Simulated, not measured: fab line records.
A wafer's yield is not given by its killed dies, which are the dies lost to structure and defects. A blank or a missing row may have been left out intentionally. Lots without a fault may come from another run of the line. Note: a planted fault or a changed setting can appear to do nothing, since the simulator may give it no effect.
Split-lot study / flow n5 finfet / 21 wafers read from 7 lots, route of 1938 steps

== THE SPLIT ==
At N5_BEOL_M11_PECVD_70 (deposits SiO2 from TEOS/O2, target thk 20 nm, time 22.7 s), the setting temp c was moved away from the recipe's 400 C on 9 of the 21 wafers read, by -2.5% to +3.8%. The other wafers ran this setting at the recipe's value.

== FROM THE SPLIT TO THE READING: what the file shows between them, 14 steps ==
- N5_BEOL_M11_COAT_59: time 60 s, resist thk 100 nm (also split here: spin rpm)
- N5_BEOL_M11_COAT_60: time 60 s, resist thk 30 nm
- N5_BEOL_M11_COAT_05: resist thk 90 nm
- N5_BEOL_M11_DESCUM_16: chemistry O2, time 7.9 s
- N5_BEOL_M11_ETCH_61: etches SiARC in CF4, target depth 39 nm, time 65 s
- N5_BEOL_M11_ETCH_62: etches SOC in N2/H2, target depth 110 nm, overetch 22 nm, time 165 s
- N5_BEOL_M11_STRIP_68: strips in N2/H2
- N5_BEOL_M11_STRIP_67: strips in CF4
- N5_BEOL_M11_STRIP_77: strips in N2/H2, time 10 s
- N5_BEOL_M11_HM_STRIP_39: strips TiN in peroxide tin strip, target depth 25 nm, time 158 s
- N5_BEOL_M11_SRD_40: time 30 s
- N5_BEOL_M11_PRECLEAN_42: cleans in residue remover, time 60 s
- N5_BEOL_M11_ECD_50: material Cu, target thk 318 nm
- N5_BEOL_M11_ANNEAL_51: time 90 s

== THE READING ==
barrier field endpoint s, in s, at N5_BEOL_M11_CMP_52 (polishes, stops on SiCOH lowk, t overpolish 7 s, target thk 140 nm). A value of 29.1 s with a standard deviation of 0.57 s is what fault-free wafers of this fab line usually give.

wafer=L074.3; tool, chamber at the split=pecvd-03, 0; temp c as run, C=400; against the recipe=recipe; barrier field endpoint s, s=29.4; against lot-mates on the recipe=-
wafer=L074.2; tool, chamber at the split=pecvd-03, 1; temp c as run, C=400; against the recipe=recipe; barrier field endpoint s, s=28.8; against lot-mates on the recipe=-
wafer=L074.6; tool, chamber at the split=pecvd-03, 1; temp c as run, C=400; against the recipe=recipe; barrier field endpoint s, s=29.4; against lot-mates on the recipe=-
wafer=L081.4; tool, chamber at the split=pecvd-02, 2; temp c as run, C=400; against the recipe=recipe; barrier field endpoint s, s=29.4; against lot-mates on the recipe=-
wafer=L081.3; tool, chamber at the split=pecvd-02, 2; temp c as run, C=406; against the recipe=+1.5%; barrier field endpoint s, s=28.6; against lot-mates on the recipe=-1.2
wafer=L081.6; tool, chamber at the split=pecvd-02, 1; temp c as run, C=400; against the recipe=recipe; barrier field endpoint s, s=30.3; against lot-mates on the recipe=-
wafer=L084.1; tool, chamber at the split=pecvd-02, 0; temp c as run, C=415; against the recipe=+3.8%; barrier field endpoint s, s=26.4; against lot-mates on the recipe=-2.8
wafer=L084.4; tool, chamber at the split=pecvd-02, 0; temp c as run, C=400; against the recipe=recipe; barrier field endpoint s, s=29.4; against lot-mates on the recipe=-
wafer=L084.3; tool, chamber at the split=pecvd-02, 2; temp c as run, C=400; against the recipe=recipe; barrier field endpoint s, s=29.0; against lot-mates on the recipe=-
wafer=L087.1; tool, chamber at the split=pecvd-04, 1; temp c as run, C=408.1; against the recipe=+2.0%; barrier field endpoint s, s=28.0; against lot-mates on the recipe=-1.7
wafer=L087.2; tool, chamber at the split=pecvd-04, 0; temp c as run, C=408.1; against the recipe=+2.0%; barrier field endpoint s, s=28.0; against lot-mates on the recipe=-1.7
wafer=L087.5; tool, chamber at the split=pecvd-04, 2; temp c as run, C=400; against the recipe=recipe; barrier field endpoint s, s=29.7; against lot-mates on the recipe=-
wafer=L090.2; tool, chamber at the split=pecvd-04, 0; temp c as run, C=389.8; against the recipe=-2.5%; barrier field endpoint s, s=30.2; against lot-mates on the recipe=+0.6
wafer=L090.5; tool, chamber at the split=pecvd-04, 0; temp c as run, C=400; against the recipe=recipe; barrier field endpoint s, s=29.6; against lot-mates on the recipe=-
wafer=L090.6; tool, chamber at the split=pecvd-04, 1; temp c as run, C=389.8; against the recipe=-2.5%; barrier field endpoint s, s=30.2; against lot-mates on the recipe=+0.6
wafer=L093.4; tool, chamber at the split=pecvd-04, 0; temp c as run, C=400; against the recipe=recipe; barrier field endpoint s, s=28.9; against lot-mates on the recipe=-
wafer=L093.3; tool, chamber at the split=pecvd-04, 2; temp c as run, C=400; against the recipe=recipe; barrier field endpoint s, s=29.5; against lot-mates on the recipe=-
wafer=L093.2; tool, chamber at the split=pecvd-04, 0; temp c as run, C=400; against the recipe=recipe; barrier field endpoint s, s=29.0; against lot-mates on the recipe=-
wafer=L091.3; tool, chamber at the split=pecvd-04, 1; temp c as run, C=405.3; against the recipe=+1.3%; barrier field endpoint s, s=28.3; against lot-mates on the recipe=no lot-mate on the recipe
wafer=L091.1; tool, chamber at the split=pecvd-04, 0,2; temp c as run, C=405.3; against the recipe=+1.3%; barrier field endpoint s, s=28.4; against lot-mates on the recipe=no lot-mate on the recipe
wafer=L091.6; tool, chamber at the split=pecvd-04, 0,2; temp c as run, C=405.3; against the recipe=+1.3%; barrier field endpoint s, s=27.8; against lot-mates on the recipe=no lot-mate on the recipe
When a row names more than one chamber, that row covers several wafers, and the file does not tell which wafer ran in which chamber.

FIT RESULTS
A straight line over all 21 wafers: barrier field endpoint s changes by -0.595 s for each +1% of temp c; r = -0.89; the points scatter about the line by 0.43 s.
The same after taking each lot's own level away (the mean of its wafers on the recipe; 18 wafers): -0.571 s for each +1%; r = -0.90; scatter 0.41 s.
Per that fit: largest temp c move, reading shift of 2.1 s.
From 29.13 to 29.85 s: that is the span of the lots' own levels, equal to 1.3 times the standard deviation above.
The two slopes are in agreement: the lot-to-lot level therefore moves the slope only a little.
Check: -2.07 s against its lot-mates is what the line predicts for one of the wafers moved furthest among these (+3.8%) when that wafer is left out of the fit. It came out at -2.8 s against them.

== ADDITIONAL SPLITS CARRIED BY THESE WAFERS ==
Before the reading, these wafers also passed through other splits. Each is held against what the fit with the lots' levels taken away leaves over:
other split on the same wafers=N5_BEOL_M10_PEB_26 peb time s; wafers away from the commonest value=7; r with barrier field endpoint s (lot level and that fit taken away)=-0.19
other split on the same wafers=N5_BEOL_M11_COAT_59 spin rpm; wafers away from the commonest value=7; r with barrier field endpoint s (lot level and that fit taken away)=-0.11

== THE WHOLE CHAIN: every reading that the file lists as answering this split, in the file's order ==
step=N5_BEOL_M11_PECVD_70; what it does=deposits SiO2 from TEOS/O2, target thk 20 nm, time 22.7 s; reading=SiO2_of_BEOL_M11_PECVD_70.thk nm (the simulator's own value, which no gauge read); change (the file's fit)=-0.58 nm for each +1% of the setting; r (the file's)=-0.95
step=N5_BEOL_M11_HM_STRIP_39; what it does=strips TiN in peroxide tin strip, target depth 25 nm, time 158 s; reading=SiO2_of_BEOL_M11_PECVD_70.thk nm (the simulator's own value, which no gauge read); change (the file's fit)=-0.59 nm for each +1% of the setting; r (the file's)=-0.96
step=N5_BEOL_M11_CMP_52; what it does=polishes, stops on SiCOH lowk, t overpolish 7 s, target thk 140 nm; reading=barrier field endpoint s; change (the file's fit)=-0.647 s for each +1% of the setting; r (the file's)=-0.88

== FILE'S OWN FIT ==
barrier field endpoint s changes by -0.647 s for each +1% of temp c, r = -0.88.
